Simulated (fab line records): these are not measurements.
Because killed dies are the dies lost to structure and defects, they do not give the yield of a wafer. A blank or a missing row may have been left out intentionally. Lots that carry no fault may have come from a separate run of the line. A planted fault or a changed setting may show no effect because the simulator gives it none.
One fault seen from 3 desks || flow nand harc || every desk sees just its own numbers, and what lay behind them comes last

== TOOL OWNER'S DESK, pecvd-04 ==
The tool's own readings at NHARC_A_CONTACT_DEP_58 (deposits SiON, target thk 90 nm): means of the sampled wafers that have a number, for each lot that ran on this tool. A lot is out of limits, marked OUT, if its mean lies more than 4 standard deviations from the usual mean; the brackets give that distance.
Columns: A = heater power w at NHARC_A_CONTACT_DEP_58, usual 745 W
{"lot": "L238", "first seen here": "day 22 17:32", "A": 817}
{"lot": "L240", "first seen here": "day 23 08:47", "A": 670}
{"lot": "L250", "first seen here": "day 27 22:16", "A": 812}
{"lot": "L248", "first seen here": "day 28 00:45", "A": 782}
{"lot": "L249", "first seen here": "day 28 08:19", "A": 732}
{"lot": "L257", "first seen here": "day 32 20:19", "A": 846}
Result from this desk: across the 6 lots, nothing is out of limits.

== THE METROLOGY DESK ==
Means of the sampled wafers that have a number, per lot and without regard to the tool the lot ran on: this is what the gauges read. A lot is out of limits, marked OUT, if its mean lies more than 4 standard deviations from the usual mean; the brackets give that distance.
Columns: A = overlay x nm at NHARC_A_M1_OVL_MEAS_10, usual 0.1 nm; B = overlay y nm at NHARC_A_M1_OVL_MEAS_10, usual -0.1 nm; C = cd nm at NHARC_A_BONDPAD_CD_MEAS_09, usual 499.5 nm
{"lot": "L237", "first seen here": "day 23 03:10", "A": -0.2, "B": -1.1, "C": 499.0}
{"lot": "L236", "first seen here": "day 23 05:36", "A": 0.1, "B": -0.4, "C": 500.0}
{"lot": "L238", "first seen here": "day 23 18:22", "A": -0.7, "B": 0.5, "C": 500.4}
{"lot": "L240", "first seen here": "day 24 08:02", "A": 0.4, "B": 0.6, "C": 498.1}
{"lot": "L239", "first seen here": "day 24 08:22", "A": -1.5, "B": 0.3, "C": 499.4}
{"lot": "L241", "first seen here": "day 25 19:43", "A": 0.2, "B": 0.8, "C": 499.9}
{"lot": "L244", "first seen here": "day 26 02:09", "A": -0.2, "B": 0.5, "C": 498.0}
{"lot": "L242", "first seen here": "day 26 07:30", "A": 0.5, "B": -0.2, "C": 497.9}
{"lot": "L248", "first seen here": "day 29 03:53", "A": 2.0, "B": -0.5, "C": 500.9}
{"lot": "L249", "first seen here": "day 29 13:25", "A": 0.7, "B": -0.5, "C": 497.7}
{"lot": "L254", "first seen here": "day 30 01:31", "A": 0.5, "B": -0.8, "C": 500.0}
{"lot": "L256", "first seen here": "day 31 10:14", "A": 0.0, "B": 0.2, "C": 500.1}
{"lot": "L258", "first seen here": "day 32 08:04", "A": 1.0, "B": 0.3, "C": 500.9}
{"lot": "L257", "first seen here": "day 33 19:12", "A": -0.0, "B": 0.9, "C": 499.3}
Result from this desk: across the 14 lots, nothing is out of limits.

== THE DEFECT DESK ==
Lot by lot, what the route's inspections counted, given as the mean of those sampled wafers with a number. A lot is out of limits, marked OUT, if its mean lies more than 4 standard deviations from the usual mean; the brackets give that distance.
Columns: A = raw defect count at NHARC_A_M1_INSPECT_27, usual 559
{"lot": "L237", "first seen here": "day 23 05:54", "A": 452}
{"lot": "L236", "first seen here": "day 23 08:18", "A": 401}
{"lot": "L238", "first seen here": "day 23 21:02", "A": 526}
{"lot": "L240", "first seen here": "day 24 10:43", "A": 640}
{"lot": "L239", "first seen here": "day 24 11:01", "A": 818}
{"lot": "L241", "first seen here": "day 25 22:23", "A": 630}
{"lot": "L244", "first seen here": "day 26 04:52", "A": 490}
{"lot": "L242", "first seen here": "day 26 10:11", "A": 534}
{"lot": "L248", "first seen here": "day 29 06:35", "A": 506}
{"lot": "L249", "first seen here": "day 29 16:05", "A": 362}
{"lot": "L254", "first seen here": "day 30 04:13", "A": 461}
{"lot": "L256", "first seen here": "day 31 12:55", "A": 607}
{"lot": "L258", "first seen here": "day 32 10:44", "A": 513}
{"lot": "L257", "first seen here": "day 33 21:56", "A": 725}
Result from this desk: across the 14 lots, nothing is out of limits.

== BROUGHT TOGETHER ==
The desk of the tool owner found nothing out of limits.
Nothing out of limits was seen by the metrology desk.
No out-of-limits result turned up at the defect desk.

== WHAT THE SIMULATOR HAD INSERTED ==
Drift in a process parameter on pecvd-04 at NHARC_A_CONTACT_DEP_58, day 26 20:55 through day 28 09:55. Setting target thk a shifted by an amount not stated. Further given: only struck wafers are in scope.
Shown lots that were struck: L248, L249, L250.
